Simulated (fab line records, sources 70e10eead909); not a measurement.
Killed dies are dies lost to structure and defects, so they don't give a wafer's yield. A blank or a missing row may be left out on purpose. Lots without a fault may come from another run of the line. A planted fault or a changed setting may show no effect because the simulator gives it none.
Chamber matching | flow nand_harc | NHARC_HYBRID_BOND_ACTIVATE_00 on rie_diel-12: 4 sister chambers
The step chemistry N2, time 60 s. 22 wafers are shown with their chamber, then 10 later ones without.

WAFERS WITH THEIR CHAMBER
wafer  | chamber | showerhead_plenum_p_Torr (Torr) | drypump_motor_current_A (A) | rf_vpp_V (V)
L320.1 | 2       | 1.85                            | 6.2                         | 65.5
L320.5 | 0       | 1.70                            | 6.4                         | 63.5
L320.6 | 3       | 1.79                            | 5.9                         | 63.6
L318.2 | 3       | 1.79                            | 5.9                         | 64.4
L318.5 | 3       | 1.79                            | 5.9                         | 64.3
L318.6 | 2       | 1.85                            | 6.1                         | 63.5
L319.1 | 2       | 1.85                            | 6.2                         | 66.3
L319.2 | 0       | 1.70                            | 6.3                         | 63.2
L319.5 | 2       | 1.85                            | 6.2                         | 64.2
L317.1 | 3       | 1.79                            | 5.9                         | 63.1
L317.3 | 2       | 1.85                            | 6.2                         | 64.7
L317.4 | 0       | 1.70                            | 6.3                         | 63.6
L321.1 | 3       | 1.79                            | 6.0                         | 64.6
L321.4 | 0       | 1.70                            | 6.4                         | 63.2
L321.5 | 3       | 1.79                            | 6.0                         | 64.1
L324.2 | 2       | 1.85                            | 6.2                         | 65.4
L324.4 | 0       | 1.70                            | 6.3                         | 64.2
L325.2 | 1       | 1.73                            | 5.2                         | 64.7
L325.5 | 2       | 1.85                            | 6.2                         | 65.1
L325.6 | 1       | 1.73                            | 5.2                         | 63.3
L335.2 | 1       | 1.73                            | 5.2                         | 63.2
L335.5 | 3       | 1.78                            | 6.0                         | 63.8

SIGNATURES (means of the wafers above)
reading                  | chamber 0 | chamber 1 | chamber 2 | chamber 3 | scatter within a chamber
showerhead_plenum_p_Torr | 1.7000    | 1.7300    | 1.8500    | 1.7886    | 0.00218
drypump_motor_current_A  | 6.340     | 5.200     | 6.186     | 5.943     | 0.0458
rf_vpp_V                 | 63.540    | 63.733    | 64.957    | 63.986    | 0.699
Rule: a wafer's distance from a chamber is the root of the sum, over the readings, of the square of ((its reading less the chamber's mean) divided by the reading's scatter). The wafer belongs to the nearest chamber; if the next one is less than 2 further off, it can't be placed. The scatter: the root of (the sum of the squares of (reading less its chamber's mean) over the shown wafers, divided by (wafers less chambers)).

WAFERS WITHOUT THEIR CHAMBER
wafer  | showerhead_plenum_p_Torr (Torr) | drypump_motor_current_A (A) | rf_vpp_V (V)
L335.6 | 1.73                            | 5.2                         | 61.9
L334.4 | 1.78                            | 5.9                         | 64.0
L334.5 | 1.85                            | 6.2                         | 64.9
L334.6 | 1.73                            | 5.2                         | 62.8
L339.4 | 1.72                            | 5.2                         | 65.0
L339.5 | 1.78                            | 6.0                         | 64.6
L339.6 | 1.85                            | 6.2                         | 63.8
L340.2 | 1.85                            | 6.2                         | 65.1
L340.5 | 1.69                            | 6.3                         | 65.5
L340.6 | 1.72                            | 5.1                         | 63.6

WHICH CHAMBER EACH WENT THROUGH
wafer  | from the rows above | in truth
L335.6 | 1                   | 1
L334.4 | 3                   | 3
L334.5 | 2                   | 2
L334.6 | 1                   | 1
L339.4 | 1                   | 1
L339.5 | 3                   | 3
L339.6 | 2                   | 2
L340.2 | 2                   | 2
L340.5 | 0                   | 0
L340.6 | 1                   | 1
Placed correctly: 10 of 10. Can't be placed from these rows: 0. Placed wrongly: 0.
